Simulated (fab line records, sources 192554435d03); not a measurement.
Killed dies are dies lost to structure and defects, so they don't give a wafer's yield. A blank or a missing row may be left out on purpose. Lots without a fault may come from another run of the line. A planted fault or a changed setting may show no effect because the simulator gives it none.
Which tool did it? | flow n5_finfet | 18 lots, 54 wafers sampled, at 6 steps of a route of 1938

WHAT THE GAUGES READ, wafer by wafer
The record holds no reading of a measuring or inspecting step that can be judged against a usual standard deviation.

WHICH TOOL RAN EACH LOT (tool, then ch and the chambers of the sampled wafers, then the start)
lot  | N5_BEOL_M14_VIA_ETCH_16            | N5_BEOL_M15_DESCUM_15              | N5_BEOL_M15_STRIP_63                          | N5_MIM_TOP_DEGAS_04          | N5_PASSIVATION_DESCUM_32           | N5_PASSIVATION_PASS_ETCH_47
L075 | rie_diel-05 ch 0,3, day 11 06:08   | rie_diel-06 ch 0,1,3, day 11 11:40 | rie_diel-06 ch 0,1,3, day 11 22:16 or earlier | pvd_sputter-01, day 11 22:16 | rie_diel-04 ch 0,1, day 12 03:26   | rie_diel-05 ch 1,2, day 12 05:47
L074 | rie_diel-05 ch 1,2,3, day 11 08:38 | rie_diel-06 ch 0,1,3, day 11 13:28 | rie_diel-06 ch 0,1,3, day 11 23:11 or earlier | pvd_sputter-01, day 11 23:11 | rie_diel-05 ch 0,2,3, day 12 06:46 | rie_diel-04 ch 1,2,3, day 12 08:43
L078 | rie_diel-05 ch 0,2,3, day 11 18:38 | rie_diel-03 ch 0,1,2, day 12 00:42 | rie_diel-03 ch 0,1,2, day 12 11:07 or earlier | pvd_sputter-01, day 12 11:07 | rie_diel-05 ch 0,1,2, day 12 15:57 | rie_diel-05 ch 0,1,2, day 12 18:03
L080 | rie_diel-04 ch 0,1,2, day 12 02:20 | rie_diel-06 ch 0,1,3, day 12 09:44 | rie_diel-06 ch 0,1,3, day 12 18:04 or earlier | pvd_sputter-02, day 12 18:04 | rie_diel-01 ch 2,3, day 12 23:34   | rie_diel-04 ch 0,1,3, day 13 01:32
L079 | rie_diel-05 ch 0,1, day 12 07:40   | rie_diel-03 ch 1,3, day 12 13:52   | rie_diel-03 ch 1,3, day 12 23:01 or earlier   | pvd_sputter-03, day 12 23:01 | rie_diel-01 ch 0,2,3, day 13 04:40 | rie_diel-04 ch 0,2, day 13 06:26
L081 | rie_diel-01 ch 0,2,3, day 12 10:28 | rie_diel-03 ch 1,2, day 12 16:47   | rie_diel-03 ch 1,2, day 13 06:18 or earlier   | pvd_sputter-03, day 13 06:18 | rie_diel-01 ch 0,2,3, day 13 11:25 | rie_diel-05 ch 1,3, day 13 13:28
L083 | rie_diel-05 ch 1,2,3, day 13 00:17 | rie_diel-03 ch 0,3, day 13 06:15   | rie_diel-03 ch 0,3, day 13 13:58 or earlier   | pvd_sputter-01, day 13 13:58 | rie_diel-04 ch 1,2,3, day 13 19:14 | rie_diel-05 ch 0,1,3, day 13 21:09
L084 | rie_diel-05 ch 1,2, day 13 02:22   | rie_diel-06 ch 1,2, day 13 08:41   | rie_diel-06 ch 1,2, day 13 19:10 or earlier   | pvd_sputter-01, day 13 19:10 | rie_diel-05 ch 2,3, day 14 02:49   | rie_diel-04 ch 1,2, day 14 04:47
L085 | rie_diel-05 ch 1,2,3, day 13 06:02 | rie_diel-02 ch 0,1,2, day 13 12:11 | rie_diel-02 ch 0,1,2, day 14 00:59 or earlier | pvd_sputter-02, day 14 00:59 | rie_diel-05 ch 0,1, day 14 06:59   | rie_diel-01 ch 0,3, day 14 09:10
L086 | rie_diel-04 ch 2,3, day 13 12:31   | rie_diel-02 ch 0,2, day 13 17:01   | rie_diel-02 ch 0,2, day 14 01:06 or earlier   | pvd_sputter-02, day 14 01:06 | rie_diel-04 ch 0,1,2, day 14 07:02 | rie_diel-05 ch 0,1, day 14 09:03
L089 | rie_diel-05 ch 0,2,3, day 14 04:58 | rie_diel-03 ch 1,2,3, day 14 13:15 | rie_diel-03 ch 1,2,3, day 14 22:35 or earlier | pvd_sputter-01, day 14 22:35 | rie_diel-01 ch 0,1,3, day 15 03:01 | rie_diel-05 ch 0,1,3, day 15 04:53
L087 | rie_diel-05 ch 0,1,2, day 14 07:56 | rie_diel-02 ch 2,3, day 14 13:29   | rie_diel-02 ch 2,3, day 14 23:16 or earlier   | pvd_sputter-02, day 14 23:16 | rie_diel-04 ch 0,1, day 15 05:00   | rie_diel-01 ch 0,1, day 15 07:03
L088 | rie_diel-01 ch 0,1,3, day 14 20:59 | rie_diel-06 ch 2,3, day 15 01:12   | rie_diel-06 ch 2,3, day 15 09:58 or earlier   | pvd_sputter-02, day 15 09:58 | rie_diel-05 ch 2,3, day 15 15:16   | rie_diel-05 ch 0,2,3, day 15 17:19
L091 | rie_diel-05 ch 0,2,3, day 15 03:10 | rie_diel-02 ch 2,3, day 15 07:54   | rie_diel-02 ch 1,3, day 15 18:23 or earlier   | pvd_sputter-03, day 15 18:23 | rie_diel-04 ch 1,2, day 16 00:54   | rie_diel-05 ch 1,2, day 16 02:51
L093 | rie_diel-04 ch 1,2,3, day 15 12:23 | rie_diel-06 ch 1,2,3, day 15 18:02 | rie_diel-06 ch 1,2,3, day 16 05:35 or earlier | pvd_sputter-03, day 16 05:35 | rie_diel-04 ch 0,2,3, day 16 10:04 | rie_diel-04 ch 0,2,3, day 16 11:53
L092 | rie_diel-01 ch 0,1,3, day 15 15:15 | rie_diel-03 ch 0,2, day 15 21:46   | rie_diel-03 ch 0,2, day 16 06:23 or earlier   | pvd_sputter-01, day 16 06:23 | rie_diel-05 ch 0,1, day 16 13:37   | rie_diel-04 ch 0,1,2, day 16 15:24
L095 | rie_diel-05 ch 0,1,3, day 16 00:56 | rie_diel-03 ch 2,3, day 16 06:10   | rie_diel-03 ch 2,3, day 16 14:02 or earlier   | pvd_sputter-03, day 16 14:02 | rie_diel-05 ch 1,2,3, day 16 18:54 | rie_diel-01 ch 0,1, day 16 21:13
L094 | rie_diel-04 ch 1,3, day 16 01:21   | rie_diel-06 ch 2,3, day 16 08:09   | rie_diel-06 ch 2,3, day 16 18:53 or earlier   | pvd_sputter-03, day 16 18:53 | rie_diel-05 ch 2,3, day 17 01:17   | rie_diel-04 ch 2,3, day 17 03:41
- N5_BEOL_M14_VIA_ETCH_16: etches SiO2 in C4F8/O2/Ar, target depth 1231.3 nm.
- N5_BEOL_M15_DESCUM_15: chemistry O2, time 7.9 s.
- N5_BEOL_M15_STRIP_63: strips in O2.
- N5_MIM_TOP_DEGAS_04: time 60 s.
- N5_PASSIVATION_DESCUM_32: chemistry O2, time 7.9 s.
- N5_PASSIVATION_PASS_ETCH_47: etches SiNx in CF4/O2, target depth 770 nm, time 385 s.

WHAT THE TOOLS THEMSELVES READ (means of the sampled wafers that have a number; where no wafer has one, the mark that the record gives instead)
N5_BEOL_M14_VIA_ETCH_16.
lot  | tool        | O2_flow_sccm (sccm) | chamber_pressure_mTorr (mTorr) | drypump_motor_current_A (A) | oes_product_au (a.u.) | rf_vpp_V (V) | showerhead_plenum_p_Torr (Torr) | throttle_valve_pct (%)
L075 | rie_diel-05 | 11.97               | 19.997                         | 5.0                         | 0.79                  | 2213         | 3.39                            | 31.17
L074 | rie_diel-05 | 11.97               | 20.015                         | 5.8                         | 0.73                  | 2219         | 3.37                            | 31.08
L078 | rie_diel-05 | 12.02               | 20.003                         | 5.6                         | 0.72                  | 2202         | 3.38                            | 31.23
L080 | rie_diel-04 | 11.98               | 19.996                         | 5.6                         | 0.74                  | 2171         | 3.39                            | 30.76
L079 | rie_diel-05 | 12.01               | 19.988                         | 5.6                         | 0.75                  | 2260         | 3.35                            | 31.02
L081 | rie_diel-01 | 12.03               | 19.999                         | 5.9                         | 0.68                  | 2219         | 3.52                            | 31.28
L083 | rie_diel-05 | 11.97               | 19.993                         | 5.8                         | 0.72                  | 2219         | 3.36                            | 31.09
L084 | rie_diel-05 | 11.98               | 20.013                         | 6.4                         | 0.66                  | 2210         | 3.35                            | 31.14
L085 | rie_diel-05 | 12.00               | 20.017                         | 5.8                         | 0.70                  | 2219         | 3.36                            | 31.08
L086 | rie_diel-04 | 11.99               | 19.998                         | 5.8                         | 0.78                  | 2272         | 3.35                            | 30.73
L089 | rie_diel-05 | 12.00               | 20.001                         | 5.6                         | 0.70                  | 2201         | 3.37                            | 31.25
L087 | rie_diel-05 | 12.00               | 20.013                         | 5.9                         | 0.69                  | 2225         | 3.35                            | 31.16
L088 | rie_diel-01 | 11.99               | 20.008                         | 6.0                         | 0.73                  | 2286         | 3.44                            | 31.29
L091 | rie_diel-05 | 12.03               | 19.997                         | 5.6                         | 0.69                  | 2200         | 3.37                            | 31.25
L093 | rie_diel-04 | 12.00               | 19.998                         | 5.6                         | 0.75                  | 2212         | 3.39                            | 30.83
L092 | rie_diel-01 | 11.97               | 19.990                         | 6.0                         | 0.73                  | 2286         | 3.43                            | 31.29
L095 | rie_diel-05 | 12.00               | 20.000                         | 5.3                         | 0.72                  | 2235         | 3.35                            | 31.12
L094 | rie_diel-04 | 12.01               | 20.007                         | 5.6                         | 0.73                  | 2159         | 3.44                            | 30.98

N5_BEOL_M15_DESCUM_15.
lot  | tool        | chamber_pressure_mTorr (mTorr) | drypump_motor_current_A (A) | o2_flow_sccm (sccm) | oes_product_au (a.u.) | rf_vpp_V (V) | showerhead_plenum_p_Torr (Torr) | throttle_valve_pct (%)
L075 | rie_diel-06 | 19.999                         | 5.4                         | 225.1               | 0.75                  | 242.6        | 2.08                            | 20.51
L074 | rie_diel-06 | 20.006                         | 5.4                         | 225.1               | 0.76                  | 242.8        | 2.08                            | 20.51
L078 | rie_diel-03 | 20.005                         | 5.4                         | 225.1               | 0.78                  | 243.2        | 2.14                            | 20.40
L080 | rie_diel-06 | 19.998                         | 5.5                         | 225.0               | 0.75                  | 243.1        | 2.08                            | 20.52
L079 | rie_diel-03 | 19.994                         | 5.5                         | 225.6               | 0.90                  | 245.4        | 2.22                            | 20.19
L081 | rie_diel-03 | 20.017                         | 5.1                         | 224.8               | 0.83                  | 244.3        | 2.15                            | 20.33
L083 | rie_diel-03 | 19.994                         | 6.3                         | 225.5               | 0.88                  | 244.8        | 2.22                            | 20.27
L084 | rie_diel-06 | 20.001                         | 4.9                         | 224.9               | 0.90                  | 243.1        | 2.10                            | 20.30
L085 | rie_diel-02 | 20.000                         | 5.6                         | 224.8               | 0.82                  | 242.1        | 2.00                            | 20.61
L086 | rie_diel-02 | 19.991                         | 5.6                         | 225.2               | 0.76                  | 240.6        | 1.98                            | 20.58
L089 | rie_diel-03 | 20.013                         | 5.6                         | 225.1               | 0.85                  | 244.4        | 2.15                            | 20.35
L087 | rie_diel-02 | 20.003                         | 5.9                         | 224.7               | 0.86                  | 243.4        | 2.08                            | 20.23
L088 | rie_diel-06 | 19.997                         | 4.7                         | 224.9               | 0.84                  | 243.3        | 2.08                            | 20.46
L091 | rie_diel-02 | 19.998                         | 5.9                         | 226.0               | 0.85                  | 242.5        | 2.08                            | 20.25
L093 | rie_diel-06 | 19.996                         | 4.9                         | 224.7               | 0.81                  | 242.9        | 2.10                            | 20.38
L092 | rie_diel-03 | 19.995                         | 5.7                         | 225.3               | 0.70                  | 243.7        | 2.12                            | 20.53
L095 | rie_diel-03 | 20.000                         | 5.7                         | 225.4               | 0.83                  | 243.5        | 2.10                            | 20.53
L094 | rie_diel-06 | 20.009                         | 4.7                         | 224.9               | 0.82                  | 242.7        | 2.08                            | 20.49

N5_BEOL_M15_STRIP_63.
lot  | tool        | chamber_pressure_mTorr (mTorr) | drypump_motor_current_A (A) | o2_flow_sccm (sccm) | oes_product_au (a.u.) | rf_vpp_V (V) | showerhead_plenum_p_Torr (Torr) | throttle_valve_pct (%)
L075 | rie_diel-06 | 30.01                          | 5.4                         | 225.8               | 0.75                  | 4.0          | 2.08                            | 16.78
L074 | rie_diel-06 | 30.01                          | 5.5                         | 224.9               | 0.76                  | 3.5          | 2.08                            | 16.77
L078 | rie_diel-03 | 30.04                          | 5.4                         | 224.9               | 0.79                  | 3.5          | 2.14                            | 16.66
L080 | rie_diel-06 | 30.01                          | 5.4                         | 225.4               | 0.75                  | 3.5          | 2.08                            | 16.80
L079 | rie_diel-03 | 29.95                          | 5.5                         | 225.0               | 0.90                  | 4.1          | 2.22                            | 16.40
L081 | rie_diel-03 | 30.00                          | 5.1                         | 224.5               | 0.82                  | 3.2          | 2.15                            | 16.57
L083 | rie_diel-03 | 30.07                          | 6.3                         | 225.2               | 0.89                  | 3.2          | 2.22                            | 16.50
L084 | rie_diel-06 | 29.95                          | 4.9                         | 224.2               | 0.89                  | 3.2          | 2.10                            | 16.52
L085 | rie_diel-02 | 29.97                          | 5.6                         | 225.0               | 0.81                  | 3.9          | 2.01                            | 16.83
L086 | rie_diel-02 | 29.98                          | 5.6                         | 225.1               | 0.77                  | 3.7          | 1.99                            | 16.81
L089 | rie_diel-03 | 29.95                          | 5.6                         | 224.9               | 0.86                  | 3.4          | 2.16                            | 16.57
L087 | rie_diel-02 | 29.99                          | 5.9                         | 225.8               | 0.85                  | 3.7          | 2.09                            | 16.46
L088 | rie_diel-06 | 29.99                          | 4.8                         | 225.7               | 0.83                  | 3.5          | 2.08                            | 16.71
L091 | rie_diel-02 | 29.97                          | 5.8                         | 224.1               | 0.89                  | 3.4          | 2.10                            | 16.49
L093 | rie_diel-06 | 29.98                          | 5.0                         | 225.0               | 0.81                  | 3.0          | 2.10                            | 16.64
L092 | rie_diel-03 | 29.98                          | 5.7                         | 225.5               | 0.71                  | 3.5          | 2.12                            | 16.83
L095 | rie_diel-03 | 30.06                          | 5.7                         | 225.5               | 0.83                  | 3.6          | 2.10                            | 16.75
L094 | rie_diel-06 | 29.97                          | 4.7                         | 224.6               | 0.81                  | 4.1          | 2.08                            | 16.73

N5_MIM_TOP_DEGAS_04.
lot  | tool           | heater_power_w (W)
L075 | pvd_sputter-01 | 524
L074 | pvd_sputter-01 | 491
L078 | pvd_sputter-01 | 458
L080 | pvd_sputter-02 | 455
L079 | pvd_sputter-03 | 497
L081 | pvd_sputter-03 | 519
L083 | pvd_sputter-01 | 453
L084 | pvd_sputter-01 | 527
L085 | pvd_sputter-02 | 449
L086 | pvd_sputter-02 | 452
L089 | pvd_sputter-01 | 480
L087 | pvd_sputter-02 | 427
L088 | pvd_sputter-02 | 456
L091 | pvd_sputter-03 | 507
L093 | pvd_sputter-03 | 515
L092 | pvd_sputter-01 | 502
L095 | pvd_sputter-03 | 496
L094 | pvd_sputter-03 | 511

N5_PASSIVATION_DESCUM_32.
lot  | tool        | chamber_pressure_mTorr (mTorr) | drypump_motor_current_A (A) | o2_flow_sccm (sccm) | oes_product_au (a.u.) | rf_vpp_V (V) | showerhead_plenum_p_Torr (Torr) | throttle_valve_pct (%)
L075 | rie_diel-04 | 20.019                         | 5.7                         | 224.5               | 0.78                  | 242.6        | 2.04                            | 20.38
L074 | rie_diel-05 | 19.996                         | 5.6                         | 225.5               | 0.81                  | 242.0        | 2.03                            | 20.50
L078 | rie_diel-05 | 19.997                         | 5.9                         | 225.1               | 0.78                  | 242.8        | 2.04                            | 20.61
L080 | rie_diel-01 | 20.008                         | 5.8                         | 224.7               | 0.75                  | 243.1        | 2.10                            | 20.47
L079 | rie_diel-01 | 19.989                         | 5.9                         | 224.4               | 0.74                  | 243.8        | 2.11                            | 20.51
L081 | rie_diel-01 | 20.003                         | 5.9                         | 225.9               | 0.74                  | 243.2        | 2.11                            | 20.50
L083 | rie_diel-04 | 20.010                         | 5.6                         | 224.4               | 0.84                  | 241.9        | 2.07                            | 20.37
L084 | rie_diel-05 | 19.999                         | 6.1                         | 223.8               | 0.75                  | 243.4        | 2.03                            | 20.71
L085 | rie_diel-05 | 19.998                         | 5.3                         | 225.3               | 0.82                  | 242.3        | 2.02                            | 20.46
L086 | rie_diel-04 | 20.003                         | 5.5                         | 224.6               | 0.80                  | 242.0        | 2.05                            | 20.39
L089 | rie_diel-01 | 20.009                         | 6.0                         | 225.1               | 0.80                  | 243.1        | 2.08                            | 20.64
L087 | rie_diel-04 | 20.000                         | 5.7                         | 225.3               | 0.76                  | 242.1        | 2.03                            | 20.42
L088 | rie_diel-05 | 20.035                         | 6.1                         | 224.3               | 0.73                  | 241.7        | 2.03                            | 20.71
L091 | rie_diel-04 | 19.987                         | 5.4                         | 225.3               | 0.81                  | 243.3        | 2.10                            | 20.49
L093 | rie_diel-04 | 19.980                         | 5.8                         | 224.0               | 0.79                  | 241.3        | 2.02                            | 20.34
L092 | rie_diel-05 | 20.004                         | 5.3                         | 224.8               | 0.79                  | 242.7        | 2.02                            | 20.50
L095 | rie_diel-05 | 19.996                         | 5.8                         | 225.9               | 0.89                  | 241.9        | 2.03                            | 20.47
L094 | rie_diel-05 | 20.003                         | 5.6                         | 225.2               | 0.88                  | 242.6        | 2.03                            | 20.35

N5_PASSIVATION_PASS_ETCH_47.
lot  | tool        | O2_flow_sccm (sccm) | chamber_pressure_mTorr (mTorr) | drypump_motor_current_A (A) | oes_product_au (a.u.) | rf_vpp_V (V) | showerhead_plenum_p_Torr (Torr) | throttle_valve_pct (%)
L075 | rie_diel-05 | 10.01               | 39.99                          | 6.4                         | 0.74                  | 239          | 2.16                            | 16.18
L074 | rie_diel-04 | 10.02               | 40.01                          | 5.6                         | 0.85                  | 239          | 2.18                            | 15.72
L078 | rie_diel-05 | 9.99                | 40.00                          | 5.9                         | 0.77                  | 241          | 2.15                            | 16.00
L080 | rie_diel-04 | 10.00               | 40.01                          | 5.8                         | 0.81                  | 234          | 2.17                            | 15.82
L079 | rie_diel-04 | 9.99                | 39.98                          | 5.5                         | 0.82                  | 240          | 2.13                            | 15.70
L081 | rie_diel-05 | 10.02               | 40.03                          | 5.5                         | 0.82                  | 245          | 2.14                            | 15.86
L083 | rie_diel-05 | 10.02               | 40.01                          | 5.3                         | 0.82                  | 243          | 2.15                            | 15.87
L084 | rie_diel-04 | 10.00               | 40.00                          | 5.4                         | 0.83                  | 237          | 2.17                            | 15.75
L085 | rie_diel-01 | 10.00               | 40.02                          | 6.2                         | 0.75                  | 247          | 2.22                            | 16.15
L086 | rie_diel-05 | 9.98                | 39.99                          | 5.3                         | 0.80                  | 243          | 2.14                            | 15.84
L089 | rie_diel-05 | 10.02               | 39.99                          | 5.3                         | 0.81                  | 243          | 2.15                            | 15.88
L087 | rie_diel-01 | 9.98                | 39.96                          | 6.1                         | 0.79                  | 249          | 2.20                            | 16.09
L088 | rie_diel-05 | 9.97                | 40.00                          | 5.6                         | 0.77                  | 239          | 2.15                            | 16.07
L091 | rie_diel-05 | 9.98                | 40.06                          | 6.4                         | 0.71                  | 240          | 2.15                            | 16.24
L093 | rie_diel-04 | 9.98                | 40.00                          | 5.7                         | 0.80                  | 241          | 2.13                            | 15.77
L092 | rie_diel-04 | 10.01               | 40.01                          | 5.6                         | 0.78                  | 234          | 2.15                            | 15.86
L095 | rie_diel-01 | 9.98                | 40.00                          | 6.0                         | 0.83                  | 250          | 2.17                            | 16.05
L094 | rie_diel-04 | 10.02               | 39.96                          | 5.6                         | 0.82                  | 245          | 2.14                            | 15.70

THE ANSWER, worked out from the rows above alone
Rule: what is usual is taken from the lots themselves. Put in order of their means at a reading, lots are off if they are a third of the lots or fewer, leave a main group of 4 or more, and stand apart from it by a gap of 3 or more times the standard deviation of the main group's means; of several such gaps the widest counts. A main group whose means are all the same, to the digits that the tables above print for the reading, isn't used. A lot without any number at a reading at which 4 lots or more have one is off too. The other lots that the step has rows for count as sound. The gauges are gone through in route order, then the tools' own readings, and for those a lot's mean is taken as printed above. The first step at which some lot is off is used, and at that step the reading that is off furthest; a lot without a number counts as furthest.
No lot is off at any reading shown: from this, nothing can be told.

WHAT THE SIMULATOR HAD PUT IN
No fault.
